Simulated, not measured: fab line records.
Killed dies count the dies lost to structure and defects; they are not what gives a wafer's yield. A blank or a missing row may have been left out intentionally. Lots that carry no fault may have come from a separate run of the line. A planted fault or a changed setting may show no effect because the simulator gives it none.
Split-lot experiment + flow n5Finfet + route with 1938 steps; 7 lots, 39 wafers read

THE SPLIT
At N5_HKMG_FIN_ETCH_54 (etches SiARC in CF4, target depth 45.5 nm, time 75.8 s), the setting biasW was moved away from the recipe's 36 W on 12 of the 39 wafers read, by -13.9% to +11.5%. The other wafers ran this setting at the recipe's value.

The split's own step is where the reading is taken.

THE READING
rfVppV, in V, at N5_HKMG_FIN_ETCH_54 (etches SiARC in CF4, target depth 45.5 nm, time 75.8 s). On this fab line, fault-free wafers typically give 184.2 V with a standard deviation of 1.2 V.

| wafer  | tool, chamber at the split | biasW as run, W | against the recipe | rfVppV, V | against lot-mates on the recipe |
|--------|----------------------------|-----------------|--------------------|-----------|---------------------------------|
| L078.1 | rieDiel-02, 0              | 36              | recipe             | 183.9     | -                               |
| L078.2 | rieDiel-02, 1              | 36              | recipe             | 182.7     | -                               |
| L078.3 | rieDiel-02, 2              | 30.99           | -13.9%             | 164.7     | -19.3                           |
| L078.4 | rieDiel-02, 3              | 36              | recipe             | 185.3     | -                               |
| L078.5 | rieDiel-02, 0              | 30.99           | -13.9%             | 167.3     | -16.7                           |
| L078.6 | rieDiel-02, 1              | 30.99           | -13.9%             | 166.7     | -17.3                           |
| L081.1 | rieDiel-02, 2              | 36              | recipe             | 183.6     | -                               |
| L081.2 | rieDiel-02, 3              | 36              | recipe             | 183.7     | -                               |
| L081.3 | rieDiel-02, 1              | 36              | recipe             | 183.6     | -                               |
| L081.4 | rieDiel-02, 0              | 36              | recipe             | 186.1     | -                               |
| L081.5 | rieDiel-02, 2              | 36              | recipe             | 181.9     | -                               |
| L081.6 | rieDiel-02, 3              | 36              | recipe             | 186.3     | -                               |
| L083.1 | rieDiel-04, 3              | 40.14           | +11.5%             | 198.6     | +14.2                           |
| L083.2 | rieDiel-04, 1              | 36              | recipe             | 185.5     | -                               |
| L083.3 | rieDiel-04, 2              | 40.14           | +11.5%             | 197.2     | +12.8                           |
| L083.4 | rieDiel-04, 1              | 40.14           | +11.5%             | 196.6     | +12.2                           |
| L083.5 | rieDiel-04, 2              | 36              | recipe             | 183.3     | -                               |
| L083.6 | rieDiel-04, 3              | 36              | recipe             | 184.3     | -                               |
| L087.1 | rieDiel-02, 3              | 36              | recipe             | 183.8     | -                               |
| L087.5 | rieDiel-02, 0              | 36              | recipe             | 184.0     | -                               |
| L087.6 | rieDiel-02, 1              | 36              | recipe             | 183.0     | -                               |
| L092.1 | rieDiel-02, 3              | 36              | recipe             | 185.4     | -                               |
| L092.2 | rieDiel-02, 2              | 36              | recipe             | 183.1     | -                               |
| L092.3 | rieDiel-02, 0              | 32.63           | -9.4%              | 172.7     | -11.2                           |
| L092.4 | rieDiel-02, 1              | 32.63           | -9.4%              | 171.6     | -12.3                           |
| L092.5 | rieDiel-02, 0              | 36              | recipe             | 183.3     | -                               |
| L092.6 | rieDiel-02, 1              | 32.63           | -9.4%              | 171.6     | -12.3                           |
| L093.1 | rieDiel-04, 0              | 38.77           | +7.7%              | 196.1     | +12.4                           |
| L093.2 | rieDiel-04, 3              | 36              | recipe             | 184.0     | -                               |
| L093.3 | rieDiel-04, 2              | 36              | recipe             | 182.5     | -                               |
| L093.4 | rieDiel-04, 0              | 36              | recipe             | 184.5     | -                               |
| L093.5 | rieDiel-04, 2              | 38.77           | +7.7%              | 190.1     | +6.4                            |
| L093.6 | rieDiel-04, 3              | 38.77           | +7.7%              | 192.2     | +8.5                            |
| L097.1 | rieDiel-04, 2              | 36              | recipe             | 182.6     | -                               |
| L097.2 | rieDiel-04, 0              | 36              | recipe             | 185.0     | -                               |
| L097.3 | rieDiel-04, 3              | 36              | recipe             | 185.7     | -                               |
| L097.4 | rieDiel-04, 3              | 36              | recipe             | 183.0     | -                               |
| L097.5 | rieDiel-04, 0              | 36              | recipe             | 184.9     | -                               |
| L097.6 | rieDiel-04, 2              | 36              | recipe             | 184.3     | -                               |

THE FIT
A straight line over all 39 wafers: rfVppV changes by +1.23 V for each +1% of biasW; r = +0.99; the points scatter about the line by 1.3 V.
The same after taking each lot's own level away (the mean of its wafers on the recipe; 39 wafers): +1.22 V for each +1%; r = +0.99; scatter 1.3 V.
On that fit, the largest move of biasW shifts the reading by 17 V.
The lots' own levels span 183.60 to 184.37 V, that is 0.6 times the standard deviation above.
So the lot-to-lot level changes the slope little: the two slopes agree.
Check: -16.9 V against its lot-mates is what the line predicts for one of the wafers moved furthest among these (-13.9%) when that wafer is left out of the fit. It came out at -19.3 V against them.
Tool readings at the split's step, against how far the setting was moved: rfVppV r = +0.99.

OTHER SPLITS APPLIED TO THESE WAFERS
Before the reading, these wafers also passed through other splits. Each is held against what the fit with the lots' levels taken away leaves over:
| other split on the same wafers  | wafers away from the commonest value | r with rfVppV (lot level and that fit taken away) |
|---------------------------------|--------------------------------------|---------------------------------------------------|
| N5_FIN_CUT_ETCH_21 timeS        | 15                                   | +0.26                                             |
| N5_DUMMY_GATE_ETCH_37 sourceW   | 12                                   | -0.06                                             |
| N5_DUMMY_GATE_ETCH_42 biasW     | 15                                   | +0.08                                             |
| N5_SD_EPI_N_EPI_21 pressureTorr | 30                                   | -0.01                                             |

FILE'S OWN FIT
rfVppV changes by +1.23 V for each +1% of biasW, r = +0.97.
